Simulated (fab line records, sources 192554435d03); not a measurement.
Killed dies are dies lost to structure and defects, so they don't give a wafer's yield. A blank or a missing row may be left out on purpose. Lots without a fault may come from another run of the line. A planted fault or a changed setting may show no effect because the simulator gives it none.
Which tool did it? | flow n5_finfet | 8 lots, 24 wafers sampled, at 6 steps of a route of 1938

WHAT THE GAUGES READ, wafer by wafer
N5_BEOL_M4_RC_MEAS_101. Usual: DIBL_N 36.5 mV/V, standard deviation 2; DIBL_P 36.5 mV/V, standard deviation 2.3; IOFF_N 0.16 nA/um, standard deviation 0.036; IOFF_P 0.21 nA/um, standard deviation 0.037; ION_N 672 uA/um, standard deviation 12; ION_P 459 uA/um, standard deviation 7.1; SS_N 71.6 mV/dec, standard deviation 0.73; SS_P 73.4 mV/dec, standard deviation 0.76; VT_N 250 mV, standard deviation 3.3; VT_P -250.5 mV, standard deviation 2.9.
lot  | measured     | on        | DIBL_N (mV/V)  | DIBL_P (mV/V)  | IOFF_N (nA/um) | IOFF_P (nA/um) | ION_N (uA/um) | ION_P (uA/um) | SS_N (mV/dec)  | SS_P (mV/dec)  | VT_N (mV)   | VT_P (mV)            | flag
L493 | day 8 14:59  | prober-02 | 31.8 33.0 34.4 | 34.0 34.7 37.4 | 0.12 0.13 0.16 | 0.17 0.17 0.20 | 671 659 675   | 462 450 461   | 71.2 70.6 70.9 | 72.4 72.4 73.5 | 252 254 250 | -250.3 -253.8 -249.8 |
L495 | day 8 18:32  | prober-01 | 36.6 36.1 38.4 | 33.7 33.6 36.9 | 0.13 0.13 0.17 | 0.17 0.18 0.22 | 661 668 687   | 458 455 471   | 71.9 70.7 72.0 | 72.1 72.0 73.1 | 251 251 245 | -253.6 -250.0 -247.1 |
L509 | day 11 22:42 | prober-02 | 37.0 37.3 39.1 | 35.9 34.9 38.0 | 0.15 0.14 0.19 | 0.20 0.19 0.25 | 671 645 681   | 459 444 464   | 72.1 71.8 71.4 | 73.0 72.9 73.8 | 251 253 249 | -251.3 -251.0 -246.2 |
L512 | day 13 08:45 | prober-02 | 36.0 32.4 38.2 | 36.4 33.5 40.1 | 0.16 0.12 0.22 | 0.20 0.16 0.26 | 654 668 693   | 452 463 474   | 72.2 70.2 72.2 | 73.7 72.5 73.2 | 251 250 244 | -253.1 -252.6 -248.4 |
L516 | day 14 20:04 | prober-01 | 38.1 39.1 38.8 | 40.2 40.6 41.3 | 0.19 0.22 0.21 | 0.21 0.23 0.23 | 671 682 675   | 457 457 456   | 71.6 72.8 72.4 | 75.2 74.2 74.7 | 249 246 248 | -250.8 -251.5 -248.9 |

WHICH TOOL RAN EACH LOT (tool, then ch and the chambers of the sampled wafers, then the start)
lot  | N5_BEOL_M1_ILD_DEP_00           | N5_BEOL_M1_ETCH_63                 | N5_BEOL_M1_STRIP_66                | N5_BEOL_M1_STRIP_19                | N5_BEOL_M1_ETCH_70
L493 | pecvd-04 ch 0,1, day 6 19:43    | rie_diel-04 ch 0,1,3, day 6 21:08  | rie_diel-04 ch 0,1,3, day 6 21:17  | rie_diel-04 ch 1,2,3, day 6 21:26  | rie_diel-04 ch 0,3, day 7 02:05
L495 | pecvd-04 ch 0,1, day 6 20:16    | rie_diel-02 ch 0,1,3, day 6 21:25  | rie_diel-02 ch 0,1,3, day 6 21:34  | rie_diel-03 ch 0,1,2, day 6 21:47  | rie_diel-02 ch 0,3, day 7 02:18
L499 | pecvd-02 ch 0,1, day 7 13:12    | rie_diel-04 ch 0,1,2, day 7 17:50  | rie_diel-04 ch 0,1,2, day 7 17:59  | rie_diel-03 ch 1,2,3, day 7 18:12  | rie_diel-03 ch 1,3, day 7 22:44
L500 | pecvd-01 ch 0,1, day 7 23:47    | rie_diel-03 ch 0,1,3, day 8 03:08  | rie_diel-03 ch 0,1,3, day 8 03:17  | rie_diel-03 ch 0,1,3, day 8 03:26  | rie_diel-02 ch 0,3, day 8 07:15
L501 | pecvd-01 ch 0,1, day 8 05:48    | rie_diel-03 ch 1,2, day 8 08:27    | rie_diel-03 ch 1,2, day 8 08:36    | rie_diel-04 ch 0,3, day 8 08:49    | rie_diel-03 ch 0,1, day 8 10:41
L509 | pecvd-02 ch 0,1,2, day 10 01:31 | rie_diel-02 ch 0,2,3, day 10 03:29 | rie_diel-02 ch 0,2,3, day 10 03:38 | rie_diel-04 ch 0,2,3, day 10 03:50 | rie_diel-04 ch 0,2,3, day 10 04:41
L512 | pecvd-02 ch 1,2, day 10 15:23   | rie_diel-03 ch 0,1,2, day 10 17:16 | rie_diel-03 ch 0,1,2, day 10 17:25 | rie_diel-03 ch 1,2,3, day 10 17:34 | rie_diel-04 ch 0,2,3, day 11 03:40
L516 | pecvd-01 ch 0,1,2, day 12 02:00 | rie_diel-02 ch 0,1,2, day 12 05:56 | rie_diel-02 ch 0,1,2, day 12 06:05 | rie_diel-03 ch 3, day 12 06:14     | rie_diel-04 ch 0,3, day 12 15:48
- N5_BEOL_M1_ILD_DEP_00: deposits SiOC from DEMS/O2, target thk 79 nm, time 15.3 s.
- N5_BEOL_M1_ETCH_63: etches SiARC in CF4, target depth 15.6 nm, time 26 s.
- N5_BEOL_M1_STRIP_66: strips in CF4.
- N5_BEOL_M1_STRIP_19: strips in O2.
- N5_BEOL_M1_ETCH_70: etches SOC in N2/H2, target depth 80 nm, overetch 16 nm, time 120 s.

WHAT THE TOOLS THEMSELVES READ (means of the sampled wafers that have a number; where no wafer has one, the mark that the record gives instead)
N5_BEOL_M1_ILD_DEP_00. Usual: heater_power_w 444 W, standard deviation 43; showerhead_plenum_p_Torr 5.690 Torr, standard deviation 0.011; throttle_valve_pct 12.1 %, standard deviation 0.7.
lot  | tool     | heater_power_w (W) | showerhead_plenum_p_Torr (Torr) | throttle_valve_pct (%) | flag
L493 | pecvd-04 | 508                | 5.692                           | 11.3                   |
L495 | pecvd-04 | 523                | 5.696                           | 11.7                   |
L499 | pecvd-02 | 431                | 5.702                           | 12.5                   |
L500 | pecvd-01 | 400                | 5.690                           | 12.9                   |
L501 | pecvd-01 | 438                | 5.696                           | 12.9                   |
L509 | pecvd-02 | 452                | 5.690                           | 12.2                   |
L512 | pecvd-02 | 507                | 5.684                           | 12.0                   |
L516 | pecvd-01 | 440                | 5.683                           | 12.1                   |

N5_BEOL_M1_ETCH_63. Usual: drypump_motor_current_A 5.8 A, standard deviation 0.58; etch_rf_on_time_s 26.1 s, standard deviation 0.44; oes_product_au 0.64 a.u., standard deviation 0.062; rf_vpp_V 184.0 V, standard deviation 1; showerhead_plenum_p_Torr 2.14 Torr, standard deviation 0.061; throttle_valve_pct 15.6 %, standard deviation 0.31.
lot  | tool        | drypump_motor_current_A (A) | etch_rf_on_time_s (s) | oes_product_au (a.u.) | rf_vpp_V (V) | showerhead_plenum_p_Torr (Torr) | throttle_valve_pct (%) | flag
L493 | rie_diel-04 | 5.8                         | 25.6                  | 0.67                  | 183.5        | 2.06                            | 15.5                   |
L495 | rie_diel-02 | 6.3                         | 26.2                  | 0.66                  | 184.6        | 2.18                            | 15.7                   |
L499 | rie_diel-04 | 5.5                         | 26.1                  | 0.67                  | 182.6        | 2.06                            | 15.3                   |
L500 | rie_diel-03 | 5.7                         | 26.5                  | 0.62                  | 183.8        | 2.16                            | 15.6                   |
L501 | rie_diel-03 | 6.1                         | 25.9                  | 0.61                  | 184.8        | 2.17                            | 15.5                   |
L509 | rie_diel-02 | 5.7                         | 26.2                  | 0.70                  | 183.6        | 2.17                            | 15.7                   |
L512 | rie_diel-03 | 5.7                         | 26.3                  | 0.59                  | 184.0        | 2.14                            | 15.8                   |
L516 | rie_diel-02 | 5.7                         | 26.5                  | 0.64                  | 184.1        | 2.20                            | 15.9                   |

N5_BEOL_M1_STRIP_66. Usual: bias_power_w 74.98 W, standard deviation 0.21; cf4_flow_sccm 150.0 sccm, standard deviation 0.45; drypump_motor_current_A 5.8 A, standard deviation 0.58; oes_product_au 0.74 a.u., standard deviation 0.066; rf_vpp_V 271.3 V, standard deviation 1.3; showerhead_plenum_p_Torr 1.80 Torr, standard deviation 0.051; throttle_valve_pct 13.6 %, standard deviation 0.32.
lot  | tool        | bias_power_w (W) | cf4_flow_sccm (sccm) | drypump_motor_current_A (A) | oes_product_au (a.u.) | rf_vpp_V (V) | showerhead_plenum_p_Torr (Torr) | throttle_valve_pct (%) | flag
L493 | rie_diel-04 | 75.10            | 150.0                | 5.8                         | 0.77                  | 270.1        | 1.73                            | 13.4                   |
L495 | rie_diel-02 | 75.06            | 149.8                | 6.3                         | 0.76                  | 272.5        | 1.83                            | 13.7                   |
L499 | rie_diel-04 | 75.05            | 149.9                | 5.5                         | 0.77                  | 270.3        | 1.73                            | 13.3                   |
L500 | rie_diel-03 | 75.16            | 149.7                | 5.8                         | 0.72                  | 271.7        | 1.81                            | 13.5                   |
L501 | rie_diel-03 | 75.03            | 149.7                | 6.1                         | 0.71                  | 271.6        | 1.82                            | 13.6                   |
L509 | rie_diel-02 | 75.03            | 149.7                | 5.7                         | 0.81                  | 272.2        | 1.82                            | 13.6                   |
L512 | rie_diel-03 | 75.12            | 149.9                | 5.7                         | 0.69                  | 271.0        | 1.79                            | 13.8                   |
L516 | rie_diel-02 | 75.15            | 149.6                | 5.7                         | 0.74                  | 272.2        | 1.85                            | 13.9                   |

N5_BEOL_M1_STRIP_19. Usual: chamber_pressure_mTorr 30.00 mTorr, standard deviation 0.031; drypump_motor_current_A 5.8 A, standard deviation 0.53; oes_product_au 0.75 a.u., standard deviation 0.065; rf_vpp_V 3.7 V, standard deviation 0.49; showerhead_plenum_p_Torr 2.09 Torr, standard deviation 0.064; temp_c 40.00 C, standard deviation 0.12; throttle_valve_pct 16.6 %, standard deviation 0.32.
lot  | tool        | chamber_pressure_mTorr (mTorr) | drypump_motor_current_A (A) | oes_product_au (a.u.) | rf_vpp_V (V) | showerhead_plenum_p_Torr (Torr) | temp_c (C) | throttle_valve_pct (%) | flag
L493 | rie_diel-04 | 29.99                          | 5.6                         | 0.78                  | 3.8          | 2.07                            | 40.07      | 16.4                   |
L495 | rie_diel-03 | 30.01                          | 5.7                         | 0.71                  | 3.7          | 2.12                            | 40.04      | 16.8                   |
L499 | rie_diel-03 | -                              | -                           | -                     | -            | -                               | -          | -                      | OFF
L500 | rie_diel-03 | -                              | -                           | -                     | -            | -                               | -          | -                      | OFF
L501 | rie_diel-04 | -                              | -                           | -                     | -            | -                               | -          | -                      | OFF
L509 | rie_diel-04 | 30.02                          | 5.8                         | 0.73                  | 3.9          | 2.03                            | 39.89      | 16.6                   |
L512 | rie_diel-03 | 30.02                          | 5.9                         | 0.72                  | 4.3          | 2.12                            | 40.03      | 16.7                   |
L516 | rie_diel-03 | 29.97                          | 5.8                         | 0.75                  | 3.4          | 2.10                            | 39.94      | 16.5                   |

N5_BEOL_M1_ETCH_70. Usual: drypump_motor_current_A 5.8 A, standard deviation 0.59; oes_product_au 0.58 a.u., standard deviation 0.053; rf_vpp_V 523.5 V, standard deviation 2.5; showerhead_plenum_p_Torr 2.53 Torr, standard deviation 0.085; temp_c 39.97 C, standard deviation 0.1; throttle_valve_pct 17.8 %, standard deviation 0.32.
lot  | tool        | drypump_motor_current_A (A) | oes_product_au (a.u.) | rf_vpp_V (V) | showerhead_plenum_p_Torr (Torr) | temp_c (C) | throttle_valve_pct (%) | flag
L493 | rie_diel-04 | 6.0                         | 0.57                  | 520.0        | 2.42                            | 39.98      | 17.8                   |
L495 | rie_diel-02 | 6.1                         | 0.59                  | 524.6        | 2.58                            | 39.90      | 18.1                   |
L499 | rie_diel-03 | 6.1                         | 0.73                  | 525.7        | 2.61                            | 39.95      | 17.6                   |
L500 | rie_diel-02 | 6.3                         | 0.81                  | 523.9        | 2.52                            | 40.03      | 17.7                   | OFF
L501 | rie_diel-03 | 5.5                         | 0.69                  | 523.7        | 2.54                            | 40.01      | 17.9                   |
L509 | rie_diel-04 | 5.8                         | 0.57                  | 521.5        | 2.47                            | 39.89      | 17.7                   |
L512 | rie_diel-04 | 5.8                         | 0.55                  | 521.3        | 2.46                            | 40.07      | 17.7                   |
L516 | rie_diel-04 | 6.0                         | 0.56                  | 520.0        | 2.40                            | 40.08      | 17.9                   |

THE ANSWER, worked out from the rows above alone
Rule: a lot is off if the mean of its wafers that have a number lies more than 3 standard deviations from the usual mean. A lot without any number at a reading at which 4 lots or more have one is off too. The other lots that the step has rows for count as sound. The gauges are gone through in route order, then the tools' own readings, and for those a lot's mean is taken as printed above. The first step at which some lot is off is used, and at that step the reading that is off furthest; a lot without a number counts as furthest.
Off: L499, L500, L501, at N5_BEOL_M1_STRIP_19 (chamber_pressure_mTorr). Without a number there: L499, L500, L501.
A tool fits if, at that step or a process step before it, it ran every lot that is off, and no sound lot after the first of them. None of those tried fits.

WHAT THE SIMULATOR HAD PUT IN
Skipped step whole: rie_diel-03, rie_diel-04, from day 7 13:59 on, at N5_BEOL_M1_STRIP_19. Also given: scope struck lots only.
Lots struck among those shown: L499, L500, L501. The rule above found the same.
